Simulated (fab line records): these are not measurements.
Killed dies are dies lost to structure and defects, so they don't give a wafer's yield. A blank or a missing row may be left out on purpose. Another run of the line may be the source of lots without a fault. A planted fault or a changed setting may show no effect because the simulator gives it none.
One fault through the eyes of 2 desks | flow nand_harc | each desk has only its own numbers; what lay behind them comes last

== METROLOGY DESK ==
Means of the sampled wafers that have a number, per lot and without regard to the tool the lot ran on: this is what the gauges read. Any lot whose mean is over 4 standard deviations away from the usual mean is out of limits and marked OUT; that distance is given in the brackets.
Columns: A = cd_nm at NHARC_THIN_TSV_CD_MEAS_33, usual 5000.2 nm
lot  | first seen here | A
L348 | day 19 11:25    | 4997.2
L349 | day 19 12:19    | 5000.6
L350 | day 19 13:34    | 5001.4
L351 | day 19 22:25    | 4998.5
L353 | day 19 23:19    | 4998.4
L352 | day 20 10:53    | 5001.9
L356 | day 20 18:13    | 4998.9
L355 | day 20 19:02    | 5002.0
L354 | day 20 23:08    | 4998.6
L366 | day 23 02:22    | 5000.0
L367 | day 23 10:54    | 5000.9
Result from this desk: across the 11 lots, nothing is out of limits.

== THE TOOL OWNER'S DESK: rie_diel-01 ==
The tool's own readings at NHARC_A_CONTACT_STRIP_55 (strips in O2): means of the sampled wafers that have a number, for each lot that ran on this tool. Any lot whose mean is over 4 standard deviations away from the usual mean is out of limits and marked OUT; that distance is given in the brackets.
Columns: A = drypump_motor_current_A at NHARC_A_CONTACT_STRIP_55, usual 5.6 A; B = oes_product_au at NHARC_A_CONTACT_STRIP_55, usual 1.001 a.u.; C = rf_vpp_V at NHARC_A_CONTACT_STRIP_55, usual 57.6 V; D = showerhead_plenum_p_Torr at NHARC_A_CONTACT_STRIP_55, usual 3.46 Torr; E = throttle_valve_pct at NHARC_A_CONTACT_STRIP_55, usual 17.038 %
lot  | first seen here | A   | B     | C    | D    | E
L350 | day 16 22:07    | 5.6 | 1.008 | 57.3 | 3.35 | 17.037
L351 | day 17 17:29    | 5.4 | 1.000 | 57.6 | 3.35 | 17.030
L353 | day 17 19:55    | 5.5 | 0.999 | 57.8 | 3.35 | 17.046
L352 | day 17 22:11    | 5.5 | 1.003 | 57.6 | 3.35 | 17.042
L356 | day 18 11:25    | 5.0 | 0.996 | 57.6 | 3.58 | 17.036
L354 | day 18 18:01    | 5.3 | 1.000 | 57.4 | 3.46 | 17.032
L366 | day 20 17:08    | 5.4 | 1.002 | 56.9 | 3.43 | 17.036
Result from this desk: across the 7 lots, nothing is out of limits.

== TAKEN TOGETHER ==
From the metrology desk's view, nothing was out of limits.
The desk of the tool owner found nothing out of limits.

== WHAT THE SIMULATOR HAD INSERTED ==
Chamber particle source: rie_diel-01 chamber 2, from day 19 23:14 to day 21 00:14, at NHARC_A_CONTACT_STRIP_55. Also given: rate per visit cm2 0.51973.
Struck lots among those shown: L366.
